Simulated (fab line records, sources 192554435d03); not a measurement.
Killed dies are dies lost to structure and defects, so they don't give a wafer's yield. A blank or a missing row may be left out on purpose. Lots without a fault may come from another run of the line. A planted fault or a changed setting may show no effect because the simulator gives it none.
fab line records | flow n5_finfet | part 1 of 2: steps 1 to 17 of 30
record lots=5 wafers=15 last_day=16
route steps=1938 shown BEOL_M15@1820 PASS1_DEP@1831 MIM_BOT@1832 MIM_TOP@1834 MIM_TOP_LITHO@1839
lots that met no fault: from a run of the same line without faults
start_h: hours from the record's first day to the start of the lot's first wafer shown | wait_h: hours since the lot's step before | " the same as in the row above | L1.1+2: a row that stands for several wafers | - no value, or no start given | * or withheld: withheld | < > ~ a bound
route shown NAME@n: a module of which the file shows steps, and the number in the route of the first | usual: mean/standard deviation of fault-free wafers | same: alike in all rows | chamber/n: place in a boat | sites: the reading at each site | _std_site: their standard deviation | _edge_site: outer sites' mean less inner sites' | radius_mm: how far each site lies from the wafer's centre | mask NAME#n: copy n | behind: the tool/chamber that last shaped the wafer | hold: why the lot was held/for how many hours/how that ended | device: the transistor (n, p or np) that didn't switch | end of line: the same wafers' tests at the end of the route | a step without rows: its recipe alone | killed: dies lost to structure and defects at the first sort, not the wafer's yield | map: a wafer's dies, x killed, . not, _ none there
set.NAME: the setting as run; set.NAME@STEP: as run at that earlier step | model.NAME: the simulator's own value behind a step, which no gauge read
lots at some steps of the route; a table a step, a row a wafer
services: from which hour (start_h, from the record's first day; less than 0 if before it) a tool's chamber was out of use, for how many hours, and why
## steps
# step N5_BEOL_M15_SPUTTER_44
# recipe material=Ta target_thk_a=150 temp_c=50 bias_v=80 power_w=15000 chamber_pressure_pa=0.07 time_s=24.19
# usual chamber_pressure_pa=0.06998/0.00015 throttle_valve_pct=30.6/0.87
# columns lot.wafer tool chamber start_h wait_h chamber_pressure_pa throttle_valve_pct
L077.1 pvd_sputter-02 - 266.73 0.0 0.06966 29.8
L077.3 " - " " 0.06986 30.4
L077.4 " - " " 0.07011 31.7
L088.3 pvd_sputter-01 - 339.05 0.0 0.07004 30.5
L088.5 " - " " 0.0699 30.1
L088.6 " - " " 0.06997 32.0
L087.2 pvd_sputter-01 - 339.37 0.0 0.07003 29.7
L087.4 " - " " 0.07006 30.4
L087.6 " - " " 0.07005 32.0
L091.1 pvd_sputter-02 - 351.04 0.0 0.06999 29.6
L091.2 " - " " 0.07029 30.7
L091.5 " - " " 0.07011 31.4
L094.1 pvd_sputter-03 - 369.51 0.0 0.07005 31.3
L094.5 " - " " 0.07015 29.7
L094.6 " - " " 0.06988 29.8
# step N5_BEOL_M15_SPUTTER_45
# recipe material=Cu target_thk_a=1000 temp_c=-20 bias_v=60 power_w=26000 chamber_pressure_pa=0.13 time_s=16.67
# usual chamber_pressure_pa=0.12999/0.00026 throttle_valve_pct=30.6/0.86
# columns lot.wafer tool chamber start_h wait_h chamber_pressure_pa throttle_valve_pct
L077.1 pvd_sputter-02 - 266.81 0.0 0.13009 30.0
L077.3 " - " " 0.12987 30.7
L077.4 " - " " 0.12987 31.6
L088.3 pvd_sputter-01 - 339.13 0.0 0.12978 30.4
L088.5 " - " " 0.13036 30.4
L088.6 " - " " 0.1302 32.0
L087.2 pvd_sputter-01 - 339.45 0.0 0.12998 30.4
L087.4 " - " " 0.13018 30.1
L087.6 " - " " 0.13008 32.3
L091.1 pvd_sputter-02 - 351.12 0.0 0.13018 29.8
L091.2 " - " " 0.1301 30.7
L091.5 " - " " 0.13046 31.5
L094.1 pvd_sputter-03 - 369.59 0.0 0.12954 31.3
L094.5 " - " " 0.12968 29.4
L094.6 " - " " 0.12973 29.5
# step N5_BEOL_M15_ECD_47
# recipe material=Cu target_thk_a=18600
# columns lot.wafer tool chamber start_h wait_h
L077.1+3+4 ecd_cu-01 1,0,1 266.92 0.1
L088.3+5+6 ecd_cu-01 1,1,0 339.32 0.2
L087.2+4+6 ecd_cu-02 1 339.57 0.1
L091.1+2+5 ecd_cu-01 1,0,0 351.23 0.1
L094.1+5+6 ecd_cu-02 1,1,0 369.72 0.1
# step N5_BEOL_M15_ANNEAL_48
# recipe temp_c=225 time_s=90 ambient=N2
# usual wafer_temp_C_max=225.87/0.25
# columns lot.wafer tool chamber start_h wait_h wafer_temp_C_max
L077.1 rtp_anneal-01 0 267.47 0.5 225.83
L077.3 " 0 " " 225.81
L077.4 " 0 " " 225.90
L088.3 rtp_anneal-01 0 339.58 0.2 225.70
L088.5 " 0 " " 225.48
L088.6 " 0 " " 225.96
L087.2 rtp_anneal-01 0 339.86 0.2 226.25
L087.4 " 0 " " 225.79
L087.6 " 0 " " 225.75
L091.1 rtp_anneal-02 0 351.48 0.2 226.00
L091.2 " 0 " " 226.04
L091.5 " 0 " " 226.24
L094.1 rtp_anneal-01 0 370.41 0.6 225.70
L094.5 " 0 " " 225.78
L094.6 " 0 " " 225.92
# step N5_BEOL_M15_CMP_49
# recipe stop_on=SiO2 t_overpolish_s=4.9 down_force_psi=2 platen_rpm=80 clearing_platen_down_force_psi=2 clearing_platen_rpm=80 post_cmp_clean=cu_alkaline target_thk_nm=850 clearing_platen_pad_velocity_m_s=1.5917 pad_velocity_m_s=1.5917
# usual barrier_field_endpoint_s=11.37/0.26 clearing_platen_down_force_psi=2.000/0.0038 edge_zone_pressure_frac=1.001/0.0056 motor_current_A=8.3/0.73 overpolish_run_s=4.901/0.0084 slurry_filter_dp_kPa=13.49/0.13
# columns lot.wafer tool chamber start_h wait_h barrier_field_endpoint_s clearing_platen_down_force_psi edge_zone_pressure_frac motor_current_A overpolish_run_s slurry_filter_dp_kPa
L077.4 cmp-01 2 267.81 0.2 11.39 2.001 0.995 9.2 4.902 13.17
L077.3 " 3 " " 11.42 1.992 0.994 9.0 4.897 13.57
L077.1 " 0 " " 11.41 2.001 0.996 7.6 4.891 13.53
L088.3 cmp-02 3 339.92 0.3 11.29 2.001 1.004 8.7 4.919 13.76
L088.6 " 3 " " 11.36 2.001 1.002 8.9 4.892 13.33
L088.5 " 0 " " 11.45 1.994 0.994 7.9 4.881 13.27
L087.2 cmp-02 3 340.15 0.2 11.69 1.998 0.998 8.4 4.880 13.69
L087.4 " 0 " " 11.49 1.998 0.990 8.1 4.897 13.47
L087.6 " 3 " " 11.71 1.999 0.997 8.8 4.898 13.41
L091.2 cmp-02 2 351.77 0.2 11.39 2.003 0.998 7.9 4.905 13.62
L091.1 " 0 " " 11.23 2.000 0.993 8.5 4.896 13.67
L091.5 " 3 " " 11.19 2.003 1.004 8.6 4.917 13.68
L094.1 cmp-02 3 370.78 0.3 11.28 2.000 0.993 8.5 4.892 13.54
L094.6 " 1 " " 11.47 1.994 0.993 8.1 4.903 13.58
L094.5 " 2 " " 11.37 2.005 1.000 7.8 4.899 13.40
# step N5_BEOL_M15_THK_MEAS_50
# recipe thk_meas_gauge=xrf reads=Cu_of_BEOL_M15_ECD_47
# usual M15_THK=866/14
# columns lot.wafer tool chamber start_h wait_h M15_THK[nm]
L077.1 film_metro-01 - 268.07 - 860
L077.3 " - " " 864
L077.4 " - " " 862
L088.3 film_metro-01 - 340.22 - 871
L088.5 " - " " 877
L088.6 " - " " 871
L087.2 film_metro-02 - 340.44 - 843
L087.4 " - " " 887
L087.6 " - " " 884
L091.1 film_metro-02 - 352.07 - 858
L091.2 " - " " 848
L091.5 " - " " 855
L094.1 film_metro-02 - 371.00 - 867
L094.5 " - " " 891
L094.6 " - " " 878
# step N5_BEOL_M15_PRE_CLEAN_52
# recipe gas=NH3 time_s=15 temp_c=withheld rf_power_w=300
# columns lot.wafer tool chamber start_h wait_h
L077.1+3+4 pecvd-01 2,1,2 268.10 0.0
L088.3+5+6 pecvd-04 1,1,2 340.25 0.0
L087.2+4+6 pecvd-02 1,1,2 340.48 0.0
L091.1+2+5 pecvd-02 0,2,2 352.10 0.0
L094.1+5+6 pecvd-04 1,1,2 371.04 0.0
# step N5_BEOL_M15_DEP_53
# recipe material=SiCN target_thk_a=500 temp_c=withheld precursor=3MS/NH3 pressure_torr=3 rf_w=675 time_s=17.8
# usual showerhead_plenum_p_Torr=4.157/0.018 throttle_valve_pct=18.1/1.4
# columns lot.wafer tool chamber start_h wait_h showerhead_plenum_p_Torr throttle_valve_pct
L077.1 pecvd-01 2 268.13 0.0 4.183 18.1
L077.3 " 1 " " 4.180 21.2
L077.4 " 2 " " 4.177 18.3
L088.3 pecvd-04 1 340.28 0.0 4.136 18.4
L088.5 " 1 " " 4.134 18.2
L088.6 " 2 " " 4.156 16.3
L087.2 pecvd-02 1 340.51 0.0 4.186 17.7
L087.4 " 1 " " 4.209 17.7
L087.6 " 2 " " 4.149 16.7
L091.1 pecvd-02 0 352.13 0.0 4.152 19.1
L091.2 " 2 " " 4.141 16.6
L091.5 " 2 " " 4.146 16.5
L094.1 pecvd-04 1 371.06 0.0 4.143 18.3
L094.5 " 1 " " 4.150 18.3
L094.6 " 2 " " 4.139 16.0
# step N5_BEOL_M15_RS_MEAS_54
# recipe thk_meas_gauge=four-point-probe reads=Cu_of_BEOL_M15_ECD_47+Ta_of_BEOL_M15_SPUTTER_44+TaN_of_BEOL_M15_SPUTTER_43
# usual M15_RS=0.0217/0.00034
# columns lot.wafer tool chamber start_h wait_h M15_RS[ohm/sq]
L077.1 film_metro-01 - 268.19 0.0 0.0219
L077.3 " - " " 0.0217
L077.4 " - " " 0.0219
L088.3 film_metro-02 - 340.35 0.1 0.0213
L088.5 " - " " 0.0212
L088.6 " - " " 0.0214
L087.2 film_metro-02 - 340.57 0.1 0.0224
L087.4 " - " " 0.0214
L087.6 " - " " 0.0214
L091.1 film_metro-01 - 352.20 0.0 0.0218
L091.2 " - " " 0.0220
L091.5 " - " " 0.0219
L094.1 film_metro-02 - 371.13 0.0 0.0219
L094.5 " - " " 0.0215
L094.6 " - " " 0.0217
# step N5_BEOL_M15_INSPECT_55
# recipe inspect_instrument=darkfield mode=post_dep
# usual raw_defect_count=73/22
# columns lot.wafer tool chamber start_h wait_h raw_defect_count
L077.1 defect_inspect-02 - 268.22 0.0 93
L077.3 " - " " 47
L077.4 " - " " 85
L088.3 defect_inspect-01 - 340.37 0.0 82
L088.5 " - " " 92
L088.6 " - " " 78
L087.2 defect_inspect-01 - 340.60 0.0 77
L087.4 " - " " 64
L087.6 " - " " 85
L091.1 defect_inspect-01 - 352.22 0.0 98
L091.2 " - " " 67
L091.5 " - " " 102
L094.1 defect_inspect-02 - 371.16 0.0 61
L094.5 " - " " 74
L094.6 " - " " 52
# step N5_BEOL_M15_RC_MEAS_101
# usual COMB_M10=1.4e-11/3.1e-12 COMB_M11=1.4e-11/3.5e-12 COMB_M12=5.8e-12/1.3e-12 COMB_M12_max_site=8.5e-12/2e-12 COMB_M13=4.2e-12/1.1e-12 COMB_M14=3.1e-12/7.3e-13 COMB_M15=1.9e-12/5.6e-13 COMB_M5=3.4e-11/7.2e-12 COMB_M6=2.6e-11/5.8e-12 COMB_M7=2.5e-11/5.3e-12 COMB_M8=2.5e-11/5.4e-12 COMB_M9=1.4e-11/3.1e-12 SERP_M10=3.05/0.091 SERP_M11=3.11/0.081 SERP_M12=0.625/0.017 SERP_M13=0.310/0.0066 SERP_M14=0.162/0.0053 SERP_M14_max_site=0.164/0.0055 SERP_M5=38.8/1.7 SERP_M6=14.2/0.6 SERP_M7=14.0/0.55 SERP_M8=14.0/0.57 SERP_M9=3.08/0.087
# columns lot.wafer tool chamber start_h wait_h COMB_M10[S/m] COMB_M11[S/m] COMB_M12[S/m] COMB_M12_max_site[S/m] COMB_M13[S/m] COMB_M14[S/m] COMB_M15[S/m] COMB_M5[S/m] COMB_M6[S/m] COMB_M7[S/m] COMB_M8[S/m] COMB_M9[S/m] SERP_M10[ohm/um] SERP_M11[ohm/um] SERP_M12[ohm/um] SERP_M13[ohm/um] SERP_M14[ohm/um] SERP_M14_max_site[ohm/um] SERP_M5[ohm/um] SERP_M6[ohm/um] SERP_M7[ohm/um] SERP_M8[ohm/um] SERP_M9[ohm/um]
L077.1 prober-01 0 268.38 0.2 1.2e-11 2.4e-11 7.7e-12 9.9e-12 3.7e-12 4.6e-12 2e-12 2.7e-11 3.6e-11 1.9e-11 2.9e-11 1e-11 2.94 2.98 0.659 0.305 0.165 0.168 38.0 13.4 13.5 13.9 3.16
L077.3 " 0 " " 1.5e-11 1.3e-11 5.3e-12 9.4e-12 3.5e-12 3e-12 1.6e-12 2.9e-11 2.6e-11 1.9e-11 2.3e-11 1.6e-11 3.07 3.09 0.636 0.309 0.159 0.162 37.1 13.6 14.0 13.1 2.93
L077.4 " 0 " " 8e-12 1.2e-11 6.9e-12 1.05e-11 2.7e-12 3.6e-12 2e-12 2.8e-11 3.3e-11 2.2e-11 2e-11 1.2e-11 3.13 3.03 0.617 0.315 0.160 0.161 39.1 14.1 14.5 12.6 3.11
L088.3 prober-01 0 340.70 0.3 1.7e-11 1.9e-11 5.6e-12 7.1e-12 4.1e-12 2.2e-12 1.1e-12 2.9e-11 2.7e-11 2.7e-11 2.4e-11 2.1e-11 3.14 3.20 0.639 0.314 0.158 0.160 39.5 14.4 15.0 14.1 3.26
L088.5 " 0 " " 1.2e-11 1.7e-11 3.7e-12 6.1e-12 5e-12 2.2e-12 2.3e-12 4e-11 2.2e-11 1.9e-11 2.4e-11 1.9e-11 2.87 3.07 0.649 0.305 0.169 0.170 39.1 13.9 14.0 14.1 3.17
L088.6 " 0 " " 1.4e-11 1.9e-11 5.9e-12 1.11e-11 3.6e-12 2.1e-12 1.3e-12 2.7e-11 2.9e-11 3.4e-11 2.4e-11 1.3e-11 3.07 3.22 0.649 0.309 0.164 0.165 41.4 14.8 13.2 14.4 3.03
L087.2 prober-02 0 340.78 0.2 1.4e-11 1.1e-11 6.5e-12 1.22e-11 4.2e-12 3.8e-12 2.9e-12 3.7e-11 1.8e-11 3.5e-11 3.1e-11 1.2e-11 3.16 3.05 0.623 0.302 0.160 0.162 39.3 14.4 13.5 13.8 3.03
L087.4 " 0 " " 1.3e-11 1.4e-11 6.3e-12 8e-12 3.3e-12 2.6e-12 2.4e-12 3.2e-11 1.6e-11 4.3e-11 1.8e-11 1.3e-11 2.96 3.12 0.619 0.298 0.161 0.163 38.4 13.0 15.4 14.8 3.06
L087.6 " 0 " " 1.6e-11 1.3e-11 5.9e-12 8.1e-12 4.8e-12 4.1e-12 2e-12 5.1e-11 1.6e-11 3.1e-11 2.2e-11 1.3e-11 3.08 3.21 0.658 0.298 0.167 0.169 38.6 13.1 14.0 14.4 3.01
L091.1 prober-01 0 352.25 0.0 1.1e-11 1.9e-11 5.6e-12 7.3e-12 4.9e-12 1.8e-12 1.4e-12 2.8e-11 2.5e-11 2.7e-11 2.8e-11 1.8e-11 2.83 3.11 0.623 0.307 0.161 0.163 39.1 14.3 13.5 15.3 3.18
L091.2 " 0 " " 1.4e-11 1.4e-11 5.7e-12 6.6e-12 2.9e-12 2.6e-12 1.6e-12 5.1e-11 2e-11 2.5e-11 3.4e-11 2.1e-11 2.91 3.19 0.604 0.307 0.159 0.162 38.9 14.9 14.3 14.4 3.18
L091.5 " 0 " " 1.1e-11 1.3e-11 5.3e-12 6.7e-12 4e-12 1.8e-12 1.4e-12 2.9e-11 2.2e-11 1.9e-11 2.8e-11 1.2e-11 2.86 3.15 0.624 0.302 0.157 0.158 41.7 14.8 14.1 13.8 3.04
L094.1 prober-02 0 371.31 0.1 1.4e-11 1e-11 5.9e-12 1.21e-11 2.5e-12 4.9e-12 2.1e-12 3.1e-11 2.3e-11 1.6e-11 2.2e-11 1.5e-11 3.00 3.25 0.679 0.310 0.159 0.161 36.2 13.3 13.8 13.7 3.13
L094.5 " 0 " " 1.6e-11 1.1e-11 5.4e-12 1.01e-11 4e-12 2.8e-12 1.5e-12 3.2e-11 3.4e-11 1.6e-11 1.7e-11 8e-12 3.07 3.03 0.639 0.310 0.163 0.165 37.3 13.6 14.0 13.5 3.09
L094.6 " 0 " " 1.5e-11 1.5e-11 5.8e-12 8.5e-12 4.8e-12 3.1e-12 2e-12 3.9e-11 2.5e-11 1.6e-11 2e-11 1.1e-11 2.94 3.20 0.616 0.327 0.159 0.161 37.4 13.6 13.8 14.0 3.01
# step N5_PASSIVATION_PECVD_00
# recipe material=SiO2 target_thk_a=2000 temp_c=400 precursor=SiH4/N2O pressure_torr=2.7 rf_w=608 time_s=11.2
# usual heater_power_outer_w=386/59 heater_power_w=651/65 showerhead_plenum_p_Torr=8.18/0.075 throttle_valve_pct=53/3.9
# columns lot.wafer tool chamber start_h wait_h heater_power_outer_w heater_power_w showerhead_plenum_p_Torr throttle_valve_pct
L077.1 pecvd-01 0 269.34 0.8 362 632 8.10 56
L077.3 " 2 " " 403 681 8.25 51
L077.4 " 0 " " 373 649 8.07 55
L088.3 pecvd-03 1 341.37 0.5 395 618 8.28 51
L088.5 " 2 " " 313 625 8.21 51
L088.6 " 1 " " 403 644 8.29 51
L087.2 pecvd-01 1 341.59 0.7 498 765 8.23 61
L087.4 " 0 " " 366 653 8.09 56
L087.6 " 2 " " 453 749 8.25 52
L091.1 pecvd-01 0 353.21 0.8 332 617 8.10 55
L091.2 " 2 " " 398 656 8.26 52
L091.5 " 0 " " 344 615 8.08 56
L094.1 pecvd-01 2 372.27 0.8 363 612 8.25 52
L094.5 " 2 " " 370 642 8.23 52
L094.6 " 0 " " 369 650 8.08 55
# step N5_MIM_BOT_DEGAS_01
# recipe ambient=vacuum temp_c=300 time_s=60
# usual heater_power_w=488/68
# columns lot.wafer tool chamber start_h wait_h heater_power_w
L077.1 pvd_sputter-01 - 270.26 0.9 462
L077.3 " - " " 618
L077.4 " - " " 457
L088.3 pvd_sputter-03 - 342.56 1.2 501
L088.5 " - " " 427
L088.6 " - " " 574
L087.2 pvd_sputter-03 - 342.68 1.1 556
L087.4 " - " " 506
L087.6 " - " " 507
L091.1 pvd_sputter-01 - 353.70 0.5 361
L091.2 " - " " 460
L091.5 " - " " 361
L094.1 pvd_sputter-03 - 372.42 0.1 432
L094.5 " - " " 550
L094.6 " - " " 452
# step N5_MIM_BOT_SPUTTER_00
# recipe material=TiN target_thk_a=350 temp_c=200 power_w=3000 chamber_pressure_pa=0.49996 gas=Ar reactive_partial_pa=0.37997 time_s=89.7
# usual chamber_pressure_pa=0.5000/0.00094 throttle_valve_pct=30.5/0.86
# columns lot.wafer tool chamber start_h wait_h chamber_pressure_pa throttle_valve_pct
L077.1 pvd_sputter-01 - 270.30 0.0 0.4991 30.7
L077.3 " - " " 0.4984 31.3
L077.4 " - " " 0.4981 31.9
L088.3 pvd_sputter-03 - 342.60 0.0 0.5001 29.9
L088.5 " - " " 0.5006 29.8
L088.6 " - " " 0.5007 29.5
L087.2 pvd_sputter-03 - 342.72 0.0 0.4989 29.5
L087.4 " - " " 0.4997 30.0
L087.6 " - " " 0.5002 29.8
L091.1 pvd_sputter-01 - 353.74 0.0 0.5008 30.3
L091.2 " - " " 0.4995 31.9
L091.5 " - " " 0.5000 30.4
L094.1 pvd_sputter-03 - 372.46 0.0 0.5000 29.7
L094.5 " - " " 0.4988 29.5
L094.6 " - " " 0.4992 31.1
# step N5_MIM_TOP_ALD_00
# recipe material=Al2O3 target_thk_a=* temp_c=withheld ald_precursor_family=TMA ald_co_reactant=O3 pulse_time_s=withheld purge_time_s=3 co_reactant_purge_time_s=withheld co_reactant_pulse_time_s=3 ald_cycles=withheld
# usual precursor_pulse_height_rel=1.000/0.018
# columns lot.wafer tool chamber start_h wait_h precursor_pulse_height_rel
L077.1 ald_hk-03 0 270.40 0.1 1.013
L077.3 " 3 " " 1.021
L077.4 " 1 " " 0.999
L088.3 ald_hk-03 0 342.70 0.1 1.018
L088.5 " 2 " " 0.991
L088.6 " 3 " " 0.988
L087.2 ald_hk-02 2 342.82 0.1 0.986
L087.4 " 3 " " 1.002
L087.6 " 1 " " 1.034
L091.1 ald_hk-03 0 353.84 0.1 1.020
L091.2 " 2 " " 1.012
L091.5 " 2 " " 1.009
L094.1 ald_hk-03 0 372.56 0.1 0.992
L094.5 " 0 " " 1.011
L094.6 " 1 " " 1.015
# step N5_MIM_TOP_ALD_01
# recipe material=HfO2 target_thk_a=56 temp_c=withheld ald_precursor_family=Hf-amide ald_co_reactant=O3 pulse_time_s=1 purge_time_s=3 co_reactant_purge_time_s=2 co_reactant_pulse_time_s=3 ald_cycles=62
# usual precursor_pulse_height_rel=1.000/0.02
# same purge_time_s=3
# columns lot.wafer tool chamber start_h wait_h precursor_pulse_height_rel
L077.1 ald_hk-03 0 - - 1.010
L077.3 " 3 " " 0.976
L077.4 " 1 " " 1.031
L088.3 ald_hk-03 0 - - 1.008
L088.5 " 2 " " 1.010
L088.6 " 3 " " 1.006
L087.2 ald_hk-02 2 - - 1.018
L087.4 " 3 " " 0.991
L087.6 " 1 " " 1.019
L091.1 ald_hk-03 0 - - 1.008
L091.2 " 2 " " 0.996
L091.5 " 2 " " 0.968
L094.1 ald_hk-03 0 - - 0.981
L094.5 " 0 " " 1.029
L094.6 " 1 " " 0.967
# step N5_MIM_TOP_ALD_02
# recipe material=Al2O3 target_thk_a=* temp_c=withheld ald_precursor_family=TMA ald_co_reactant=O3 pulse_time_s=withheld purge_time_s=3 co_reactant_purge_time_s=withheld co_reactant_pulse_time_s=3 ald_cycles=withheld
# usual precursor_pulse_height_rel=1.001/0.021
# columns lot.wafer tool chamber start_h wait_h precursor_pulse_height_rel
L077.1 ald_hk-03 0 - - 0.976
L077.3 " 3 " " 0.992
L077.4 " 1 " " 0.974
L088.3 ald_hk-03 0 - - 1.038
L088.5 " 2 " " 0.970
L088.6 " 3 " " 0.969
L087.2 ald_hk-02 2 - - 1.038
L087.4 " 3 " " 1.011
L087.6 " 1 " " 0.995
L091.1 ald_hk-03 0 - - 1.014
L091.2 " 2 " " 1.031
L091.5 " 2 " " 1.027
L094.1 ald_hk-03 0 - - 0.991
L094.5 " 0 " " 1.000
L094.6 " 1 " " 1.012
